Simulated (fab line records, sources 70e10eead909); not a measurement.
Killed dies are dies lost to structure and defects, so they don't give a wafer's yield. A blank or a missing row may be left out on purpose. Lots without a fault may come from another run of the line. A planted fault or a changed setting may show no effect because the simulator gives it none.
A struck lot beside a sound one | flow nand_harc | 13 steps out of a route of 1302
Sound: wafers L141.2, L141.4, L141.5. Struck: wafer L159.4. (L159.5, L159.6 of the same lot were not struck and are left out.) The cause comes at the end.
At each step with rows: each side's tool, then ch and its chambers, then its first start. Under that, the readings that differ: sound wafers | struck wafers | difference of the means | sigmas: that difference in standard deviations of wafers without a fault.
alike: readings whose means differ by less than 2 such deviations, and words and numbers that are the same on both sides. not compared: withheld readings, readings that some wafer has no value for, bounds like >300 that may hide the same value, and numbers for which the record gives no deviation and whose values overlap.
The two part at a step that has a row with sigmas, a row that says differs or no value, or rows on one side only. Numbers that don't overlap but have no deviation are shown without sigmas and don't part them. A reading that every wafer of one side lacks parts them only if that side has two wafers or more.

NHARC_A_ZERO_WELL_INSPECT_17:
  sound on defect_inspect-02, day 7 07:40; struck on defect_inspect-02, day 14 16:53
  alike: raw_defect_count
then, 3 steps without rows for these wafers: NHARC_A_SOURCE_PLATE_PRECLEAN_00 (cleans in HF-LAST, time 60 s); NHARC_A_SOURCE_PLATE_SRD_01; NHARC_A_SOURCE_PLATE_OXIDE_02 (material SiO2, target thk 10 nm, ox time 1362 s).
NHARC_A_SOURCE_PLATE_THK_MEAS_09: measures by ellipsometry.
  sound on film_metro-01, day 7 16:53; struck on film_metro-02, day 14 23:45
  alike: thk_nm
then, 3 steps without rows for these wafers: NHARC_A_SOURCE_PLATE_PVD_04 (deposits WSi2, target thk 50 nm); NHARC_A_SOURCE_PLATE_CVD_03 (deposits poly-Si, target thk 200 nm, time 4000 s); NHARC_A_SOURCE_PLATE_ANNEAL_05 (time 1800 s).
NHARC_A_SOURCE_PLATE_THK_MEAS_06: measures by ellipsometry.
  sound on film_metro-01, day 8 05:47; struck on film_metro-01, day 15 12:40
  alike: thk_nm
NHARC_A_SOURCE_PLATE_INSPECT_08:
  sound on defect_inspect-02, day 8 05:51; struck on defect_inspect-01, day 15 12:46
  alike: raw_defect_count
NHARC_A_ONON_D1_DEP_00: target thk 1000 nm.
  sound on pecvd_onon-02 ch 0, day 8 05:59; struck on pecvd_onon-02 ch 0, day 15 13:01
  alike: n2o_flow_sccm
NHARC_A_ONON_D1_THK_MEAS_02: measures by ellipsometry.
  sound on film_metro-01, day 8 06:26; struck on film_metro-02, day 15 13:31
  reading     | sound          | struck | difference | sigmas
  thk_nm (nm) | 1010 1008 1009 | 1360   | +351       | +39
  not compared: hold
-- the record jumps here: 17 days lie between the struck wafers' starts before and after (it left off in module A_ONON_D1 and takes up again in module END, whose first step shown is number 1302 of the route) --
NHARC_END_SORT_01:
  sound on prober-01 ch 0, day 25 05:31; struck on prober-01 ch 0, day 32 11:44
  reading         | sound    | struck                   | difference                   | sigmas
  hold            | - - -    | await_dispo/2.0h/release | no value on the sound wafers |
  killed_at_array | 67 62 88 | 677                      | +605                         | +38
  killed_dies     | 72 63 90 | 677                      | +602                         | +38
  killed_short    | 3 3 6    | 0                        | -4                           | -2
  alike: killed_at_other, killed_at_periphery, killed_open

WHERE THEY PART
First at NHARC_A_ONON_D1_THK_MEAS_02; last, within this record, at NHARC_END_SORT_01.

WHY: what the simulator had put in
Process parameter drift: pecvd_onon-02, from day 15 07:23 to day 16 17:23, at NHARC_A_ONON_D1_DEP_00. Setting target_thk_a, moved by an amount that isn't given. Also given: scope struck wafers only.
